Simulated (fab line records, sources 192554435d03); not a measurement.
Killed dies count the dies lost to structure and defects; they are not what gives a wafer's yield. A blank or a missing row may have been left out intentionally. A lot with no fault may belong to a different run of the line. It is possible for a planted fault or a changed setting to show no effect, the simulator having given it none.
Chamber matching | flow n5-finfet | N5_FIN_SAQP_SPACER2_ALD_28 on ald-sin-04 has 4 sister chambers
The step deposits SiO2, target thk 8.1 nm, pulse time 1 s, purge time 2 s. 4 wafers are shown with their chamber, then 9 later ones without.

WAFERS WITH THEIR CHAMBER
wafer  | chamber | heater-power-w (W)
L089.5 | 1       | 449
L092.1 | 0       | 419
L092.2 | 3       | 453
L092.3 | 2       | 438

WAFERS WITHOUT THEIR CHAMBER
wafer  | heater-power-w (W)
L094.2 | 427
L094.3 | 462
L094.4 | 417
L096.2 | 434
L096.3 | 445
L096.5 | 459
L097.2 | 403
L097.4 | 448
L097.6 | 446

WHICH CHAMBER EACH WENT THROUGH
wafer  | from the rows above          | in truth
L094.2 | can't be placed: 0 or 2 or 1 | 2
L094.3 | can't be placed: 3 or 1      | 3
L094.4 | 0                            | 0
L096.2 | can't be placed: 2 or 0 or 1 | 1
L096.3 | can't be placed: 1 or 2 or 3 | 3
L096.5 | can't be placed: 3 or 1      | 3
L097.2 | 0                            | 0
L097.4 | can't be placed: 1 or 3 or 2 | 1
L097.6 | can't be placed: 1 or 3 or 2 | 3
2 of 9 placed correctly. Unplaceable from these rows: 7, with the true chamber sitting among the candidates in 7. Wrongly placed: 0.
How it was worked out, from the rows above alone: a wafer's distance from a chamber is the root of the sum, over the readings, of the square of ((its reading less the chamber's mean) divided by the reading's scatter). If the next closest chamber is less than 2 further off than the closest, the wafer can't be placed; otherwise it belongs to the closest. The mean given for a chamber averages the wafers shown for that chamber. The scatter: root of mean squared gap, hidden wafer to nearest shown wafer, with one shown wafer a chamber.
